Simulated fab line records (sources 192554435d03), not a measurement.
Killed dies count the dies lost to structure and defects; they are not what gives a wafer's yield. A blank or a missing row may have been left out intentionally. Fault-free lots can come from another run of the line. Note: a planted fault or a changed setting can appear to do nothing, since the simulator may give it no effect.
fab line records + flow n5Finfet + part 2 of 2: steps 27 to 33 of 33
[record]
- lots = 5
- wafers = 15
- lastDay = 17
route steps=1938 shown STI_FIN_REVEAL@206 DUMMY_GATE@212
lots untouched by any fault: they come from a run of this same line in which no faults occurred
startH: hours from the record's first day to the start of the lot's first wafer shown + waitH: time in hours since the lot's previous step + " the same as in the row above + L1.1+2: several wafers, shown together as one row + - no value, or no start given + * or withheld: withheld + < > ~ a bound
route shown NAME@n: NAME is a module with steps in the file, n the number in the route of the first one + usual: the fault-free wafers' mean and standard deviation + same: alike in all rows + chamber/n: place in a boat + sites: per-site readings + _std_site: standard deviation across them + _edge_site: the outer-site mean with the inner-site mean subtracted + radiusMm: how far each site lies from the wafer's centre + mask NAME#n: copy n + behind: the most recent tool/chamber to have shaped the wafer + hold: why the lot was held/for how many hours/how that ended + device: the transistor (n, p or np) that didn't switch + end of line: the route-end tests of the same wafers + step lacking rows: just its recipe + killed: not the wafer's yield, but the dies lost to structure and defects at the first sort + map: a wafer's dies, x killed, . not, _ none there
set.NAME: the setting the step ran with; set.NAME@STEP: the setting that earlier step ran with + model.NAME: the simulator's own value behind a step, which no gauge read
certain route steps with their lots: each step a table, each wafer a row
services: from which hour (startH, from the record's first day; less than 0 if before it) a tool's chamber was out of use, for how many hours, and why
[[steps]]
[step N5_DUMMY_GATE_OVL_MEAS_16]
[recipe]
- pointsPerWafer = 522
[usual]
- GATE_OVL = 0.0/0.78
| lot.wafer | tool       | chamber | startH | waitH | GATE_OVL[nm] |
|-----------|------------|---------|--------|-------|--------------|
| L076.1    | overlay-01 | 0       | 62.78  | 0.0   | -0.3         |
| L076.3    | "          | 0       | "      | "     | 0.9          |
| L076.6    | "          | 0       | "      | "     | 0.8          |
| L078.2    | overlay-02 | 0       | 70.68  | 0.0   | -0.2         |
| L078.3    | "          | 0       | "      | "     | 0.4          |
| L078.6    | "          | 0       | "      | "     | 0.1          |
| L080.1    | overlay-01 | 0       | 87.29  | 0.0   | -0.5         |
| L080.3    | "          | 0       | "      | "     | -0.7         |
| L080.4    | "          | 0       | "      | "     | -1.2         |
| L090.4    | overlay-01 | 0       | 142.85 | 0.0   | -0.8         |
| L090.5    | "          | 0       | "      | "     | 0.1          |
| L090.6    | "          | 0       | "      | "     | 0.9          |
| L096.2    | overlay-02 | 0       | 177.40 | 0.0   | -0.9         |
| L096.5    | "          | 0       | "      | "     | 1.4          |
| L096.6    | "          | 0       | "      | "     | 0.2          |
[step N5_DUMMY_GATE_INSPECT_17]
[recipe]
- mode = adi
- inspectInstrument = brightfield
[usual]
- rawDefectCount = 194/51
| lot.wafer | tool             | chamber | startH | waitH | rawDefectCount |
|-----------|------------------|---------|--------|-------|----------------|
| L076.1    | defectInspect-02 | -       | 62.84  | 0.1   | 192            |
| L076.3    | "                | -       | "      | "     | 264            |
| L076.6    | "                | -       | "      | "     | 298            |
| L078.2    | defectInspect-01 | -       | 70.73  | 0.0   | 201            |
| L078.3    | "                | -       | "      | "     | 160            |
| L078.6    | "                | -       | "      | "     | 183            |
| L080.1    | defectInspect-01 | -       | 87.35  | 0.1   | 133            |
| L080.3    | "                | -       | "      | "     | 110            |
| L080.4    | "                | -       | "      | "     | 189            |
| L090.4    | defectInspect-02 | -       | 142.89 | 0.0   | 260            |
| L090.5    | "                | -       | "      | "     | 196            |
| L090.6    | "                | -       | "      | "     | 157            |
| L096.2    | defectInspect-01 | -       | 177.45 | 0.0   | 182            |
| L096.5    | "                | -       | "      | "     | 164            |
| L096.6    | "                | -       | "      | "     | 286            |
[step N5_DUMMY_GATE_DESCUM_20]
[recipe]
- chemistry = O2
- timeS = 6.2
- sourcePowerW = 50
- biasPowerW = 20
- pressureMtorr = 20
- rfFrequencyHz = 2.712e+07
- tempC = 40
- resist = CAR-EUV
- o2FlowSccm = 225
[usual]
- drypumpMotorCurrentA = 5.7/0.47
- oesProductAu = 0.82/0.088
- rfVppV = 243.4/1.5
- showerheadPlenumPTorr = 2.11/0.08
- tempC = 39.99/0.11
- throttleValvePct = 20.39/0.2
[same]
- timeS = 6.2
| lot.wafer | tool       | chamber | startH | waitH | drypumpMotorCurrentA | oesProductAu | rfHoursCounterH | rfVppV | showerheadPlenumPTorr | tempC | throttleValvePct |
|-----------|------------|---------|--------|-------|----------------------|--------------|-----------------|--------|-----------------------|-------|------------------|
| L076.1    | rieDiel-05 | 0       | 62.93  | 0.1   | 6.3                  | 0.95         | 12              | 243.2  | 2.06                  | 40.15 | 20.60            |
| L076.3    | "          | 2       | "      | "     | 5.4                  | 0.91         | 31              | 244.7  | 2.23                  | 40.14 | 20.31            |
| L076.6    | "          | 0       | "      | "     | 6.3                  | 0.93         | -               | 241.5  | 2.06                  | 39.88 | 20.60            |
| L078.2    | rieDiel-05 | 0       | 71.11  | 0.4   | 6.3                  | 0.94         | 16              | 241.3  | 2.06                  | 40.08 | 20.62            |
| L078.3    | "          | 2       | "      | "     | 5.4                  | 0.91         | 34              | 243.2  | 2.23                  | 39.83 | 20.31            |
| L078.6    | "          | 0       | "      | "     | 6.3                  | 0.94         | -               | 242.7  | 2.05                  | 39.97 | 20.58            |
| L080.1    | rieDiel-03 | 2       | 87.46  | 0.1   | 6.2                  | 0.88         | 38              | 242.6  | 2.13                  | 39.89 | 20.13            |
| L080.3    | "          | 3       | "      | "     | 6.1                  | 0.65         | 274             | 241.9  | 1.96                  | 39.96 | 20.87            |
| L080.4    | "          | 3       | "      | "     | 6.0                  | 0.65         | -               | 240.5  | 1.96                  | 39.93 | 20.88            |
| L090.4    | rieDiel-03 | 1       | 142.93 | 0.0   | 6.0                  | 0.73         | 177             | 242.3  | 2.00                  | 39.75 | 20.41            |
| L090.5    | "          | 0       | "      | "     | 5.4                  | 0.75         | -               | 241.5  | 2.09                  | 40.11 | 20.53            |
| L090.6    | "          | 3       | "      | "     | 6.1                  | 0.99         | -               | 244.7  | 2.23                  | 39.93 | 20.45            |
| L096.2    | rieDiel-05 | 1       | 177.49 | 0.0   | 5.3                  | 0.88         | 54              | 245.1  | 2.21                  | 40.04 | 20.20            |
| L096.5    | "          | 2       | "      | "     | 5.4                  | 0.86         | -               | 245.5  | 2.22                  | 39.87 | 20.36            |
| L096.6    | "          | 3       | "      | "     | 5.3                  | 0.70         | -               | 241.9  | 2.06                  | 40.02 | 20.31            |
[step N5_DUMMY_GATE_ETCH_29]
[recipe]
- chemistry = N2/H2
- target = underlayer
- targetDepthA = 130
- ionEnergyEv = 200
- pressureMtorr = 30
- sourceW = 840
- biasW = 150
- n2FlowSccm = 200
- h2FlowSccm = 200
[usual]
- drypumpMotorCurrentA = 5.7/0.47
- oesProductAu = 0.82/0.09
- rfVppV = 524.5/2.6
- showerheadPlenumPTorr = 2.56/0.097
- throttleValvePct = 17.88/0.23
| lot.wafer | tool       | chamber | startH | waitH | drypumpMotorCurrentA | oesProductAu | rfHoursCounterH | rfVppV | showerheadPlenumPTorr | throttleValvePct |
|-----------|------------|---------|--------|-------|----------------------|--------------|-----------------|--------|-----------------------|------------------|
| L076.1    | rieDiel-05 | 0       | 62.99  | 0.0   | 6.3                  | 0.95         | 12              | 522.8  | 2.50                  | 18.10            |
| L076.3    | "          | 2       | "      | "     | 5.4                  | 0.91         | 31              | 528.6  | 2.70                  | 17.83            |
| L076.6    | "          | 0       | "      | "     | 6.3                  | 0.95         | -               | 523.2  | 2.50                  | 18.10            |
| L078.2    | rieDiel-05 | 0       | 71.17  | 0.0   | 6.4                  | 0.93         | 16              | 522.4  | 2.50                  | 18.11            |
| L078.3    | "          | 2       | "      | "     | 5.4                  | 0.90         | 34              | 527.6  | 2.70                  | 17.83            |
| L078.6    | "          | 0       | "      | "     | 6.3                  | 0.93         | -               | 524.0  | 2.50                  | 18.09            |
| L080.1    | rieDiel-03 | 2       | 87.53  | 0.0   | 6.2                  | 0.88         | 38              | 525.1  | 2.59                  | 17.57            |
| L080.3    | "          | 3       | "      | "     | 6.1                  | 0.66         | 274             | 520.8  | 2.39                  | 18.49            |
| L080.4    | "          | 3       | "      | "     | 6.0                  | 0.66         | -               | 518.8  | 2.39                  | 18.47            |
| L090.4    | rieDiel-03 | 1       | 142.99 | 0.0   | 5.9                  | 0.73         | 177             | 520.7  | 2.42                  | 17.83            |
| L090.5    | "          | 0       | "      | "     | 5.4                  | 0.77         | -               | 523.4  | 2.55                  | 17.96            |
| L090.6    | "          | 3       | "      | "     | 6.0                  | 0.98         | -               | 528.5  | 2.72                  | 18.00            |
| L096.2    | rieDiel-05 | 1       | 177.55 | 0.0   | 5.3                  | 0.88         | 54              | 528.2  | 2.69                  | 17.66            |
| L096.5    | "          | 2       | "      | "     | 5.5                  | 0.86         | -               | 527.9  | 2.69                  | 17.89            |
| L096.6    | "          | 3       | "      | "     | 5.3                  | 0.69         | -               | 522.3  | 2.51                  | 17.82            |
[step N5_DUMMY_GATE_ETCH_36]
[recipe]
- chemistry = CF4
- target = SiARC
- targetDepthA = 130
- pressureMtorr = 40
- sourceW = 545
- biasW = 36
- Ar_flow_sccm = 100
- cf4FlowSccm = 100
- ionEnergyEv = 80
[usual]
- drypumpMotorCurrentA = 5.7/0.48
- oesProductAu = 0.83/0.09
- rfVppV = 184.1/1.1
- showerheadPlenumPTorr = 2.16/0.075
- throttleValvePct = 15.57/0.2
| lot.wafer | tool       | chamber | startH | waitH | drypumpMotorCurrentA | oesProductAu | rfHoursCounterH | rfVppV | showerheadPlenumPTorr | throttleValvePct |
|-----------|------------|---------|--------|-------|----------------------|--------------|-----------------|--------|-----------------------|------------------|
| L076.1    | rieDiel-05 | 0       | 63.03  | 0.0   | 6.3                  | 0.95         | 12              | 183.2  | 2.10                  | 15.67            |
| L076.3    | "          | 2       | "      | "     | 5.4                  | 0.92         | 31              | 185.6  | 2.26                  | 15.37            |
| L076.6    | "          | 0       | "      | "     | 6.3                  | 0.95         | -               | 183.4  | 2.10                  | 15.67            |
| L078.2    | rieDiel-05 | 0       | 71.21  | 0.0   | 6.4                  | 0.94         | 16              | 184.6  | 2.10                  | 15.68            |
| L078.3    | "          | 2       | "      | "     | 5.4                  | 0.91         | 34              | 184.8  | 2.26                  | 15.38            |
| L078.6    | "          | 0       | "      | "     | 6.3                  | 0.93         | -               | 184.4  | 2.10                  | 15.69            |
| L080.1    | rieDiel-03 | 2       | 87.57  | 0.0   | 6.2                  | 0.89         | 38              | 185.9  | 2.18                  | 15.37            |
| L080.3    | "          | 3       | "      | "     | 6.1                  | 0.67         | 274             | 181.7  | 2.03                  | 16.15            |
| L080.4    | "          | 3       | "      | "     | 6.0                  | 0.67         | -               | 181.8  | 2.03                  | 16.15            |
| L090.4    | rieDiel-03 | 1       | 143.03 | 0.0   | 6.0                  | 0.74         | 177             | 183.2  | 2.05                  | 15.60            |
| L090.5    | "          | 0       | "      | "     | 5.4                  | 0.76         | -               | 183.4  | 2.15                  | 15.79            |
| L090.6    | "          | 3       | "      | "     | 6.1                  | 0.99         | -               | 183.6  | 2.29                  | 15.61            |
| L096.2    | rieDiel-05 | 1       | 177.59 | 0.0   | 5.4                  | 0.88         | 54              | 184.9  | 2.26                  | 15.36            |
| L096.5    | "          | 2       | "      | "     | 5.4                  | 0.86         | -               | 185.4  | 2.25                  | 15.45            |
| L096.6    | "          | 3       | "      | "     | 5.3                  | 0.69         | -               | 184.1  | 2.12                  | 15.62            |
[step N5_DUMMY_GATE_ETCH_37]
[recipe]
- chemistry = N2/H2
- target = SOC
- targetDepthA = 600
- overetchA = 300
- tempC = 40
- ionEnergyEv = 200
- pressureMtorr = 30
- sourceW = 840
- biasW = 150
- n2FlowSccm = 200
- h2FlowSccm = 200
[usual]
- drypumpMotorCurrentA = 5.7/0.47
- oesProductAu = 0.65/0.064
- rfVppV = 524.4/2.8
- showerheadPlenumPTorr = 2.56/0.097
- tempC = 39.99/0.12
- throttleValvePct = 17.80/0.23
| lot.wafer | tool       | chamber | startH | waitH | drypumpMotorCurrentA | oesProductAu | rfHoursCounterH | rfVppV | showerheadPlenumPTorr | tempC | throttleValvePct |
|-----------|------------|---------|--------|-------|----------------------|--------------|-----------------|--------|-----------------------|-------|------------------|
| L076.1    | rieDiel-05 | 0       | 63.07  | 0.0   | 6.3                  | 0.74         | 13              | 521.0  | 2.50                  | 39.93 | 18.01            |
| L076.3    | "          | 2       | "      | "     | 5.5                  | 0.73         | 31              | 527.5  | 2.70                  | 39.89 | 17.75            |
| L076.6    | "          | 0       | "      | "     | 6.3                  | 0.74         | -               | 521.9  | 2.50                  | 40.00 | 18.01            |
| L078.2    | rieDiel-05 | 0       | 71.25  | 0.0   | 6.3                  | 0.74         | 16              | 522.3  | 2.50                  | 40.09 | 18.04            |
| L078.3    | "          | 2       | "      | "     | 5.5                  | 0.72         | 34              | 527.0  | 2.70                  | 39.82 | 17.75            |
| L078.6    | "          | 0       | "      | "     | 6.3                  | 0.73         | -               | 522.3  | 2.50                  | 39.92 | 18.02            |
| L080.1    | rieDiel-03 | 2       | 87.61  | 0.0   | 6.2                  | 0.70         | 38              | 526.4  | 2.59                  | 39.98 | 17.50            |
| L080.3    | "          | 3       | "      | "     | 6.1                  | 0.53         | 274             | 518.4  | 2.39                  | 39.96 | 18.41            |
| L080.4    | "          | 3       | "      | "     | 6.1                  | 0.53         | -               | 520.3  | 2.39                  | 40.03 | 18.41            |
| L090.4    | rieDiel-03 | 1       | 143.07 | 0.0   | 6.0                  | 0.58         | 177             | 520.8  | 2.42                  | 39.87 | 17.78            |
| L090.5    | "          | 0       | "      | "     | 5.4                  | 0.61         | -               | 523.4  | 2.55                  | 39.97 | 17.87            |
| L090.6    | "          | 3       | "      | "     | 6.1                  | 0.78         | -               | 528.3  | 2.72                  | 40.02 | 17.93            |
| L096.2    | rieDiel-05 | 1       | 177.63 | 0.0   | 5.3                  | 0.69         | 54              | 529.9  | 2.70                  | 40.17 | 17.58            |
| L096.5    | "          | 2       | "      | "     | 5.5                  | 0.67         | -               | 528.7  | 2.69                  | 40.13 | 17.83            |
| L096.6    | "          | 3       | "      | "     | 5.3                  | 0.56         | -               | 523.2  | 2.51                  | 39.78 | 17.73            |
[step N5_DUMMY_GATE_STRIP_38]
[recipe]
- chemistry = N2/H2
- tempC = 40
- n2FlowSccm = 200
- h2FlowSccm = 200
- rfFrequencyHz = 6e+07
| lot.wafer  | tool       | chamber | startH | waitH |
|------------|------------|---------|--------|-------|
| L076.1+3+6 | rieDiel-05 | 0,2,0   | 63.11  | 0.0   |
| L078.2+3+6 | rieDiel-05 | 0,2,0   | 71.29  | 0.0   |
| L080.1+3+4 | rieDiel-03 | 2,3,3   | 87.65  | 0.0   |
| L090.4+5+6 | rieDiel-03 | 1,0,3   | 143.11 | 0.0   |
| L096.2+5+6 | rieDiel-05 | 1,2,3   | 177.67 | 0.0   |
[[services]]
| tool          | chamber | startH | hours | kind   |
|---------------|---------|--------|-------|--------|
| cmp-04        | -       | 27.50  | 3.7   | repair |
| lpcvd-02      | -       | 42.23  | 14.6  | pm     |
| cmp-03        | -       | 44.09  | 4.0   | pm     |
| pecvd-01      | 2       | 46.43  | 34.3  | repair |
| euvScanner-01 | -       | 48.65  | 1.0   | pm     |
| rieDiel-05    | 1       | 53.03  | 12.9  | repair |
| aldSin-04     | 1       | 56.92  | 36.9  | repair |
| rieDiel-03    | -       | 57.84  | 2.8   | pm     |
| euvScanner-02 | -       | 60.75  | 1.0   | pm     |
| cmp-04        | -       | 64.33  | 2.2   | repair |
| rieDiel-03    | 3       | 69.26  | 7.2   | repair |
| pecvd-02      | -       | 71.35  | 0.6   | repair |
| cmp-03        | -       | 72.45  | 0.3   | repair |
| cmp-04        | -       | 76.62  | 3.1   | repair |
| wetBench-03   | -       | 80.09  | 1.6   | repair |
| rieDiel-05    | 2       | 91.74  | 2.1   | repair |
| cmp-03        | -       | 94.83  | 0.4   | repair |
| euvScanner-02 | -       | 116.90 | 1.0   | pm     |
| euvScanner-02 | -       | 118.08 | 1.0   | repair |
| pecvd-01      | 1       | 145.26 | 4.8   | repair |
| aldSin-03     | -       | 153.63 | 2.8   | pm     |
| euvScanner-02 | -       | 153.70 | 12.0  | pm     |
| rieDiel-03    | 2       | 166.17 | 6.7   | repair |
| euvScanner-02 | -       | 173.05 | 1.0   | pm     |
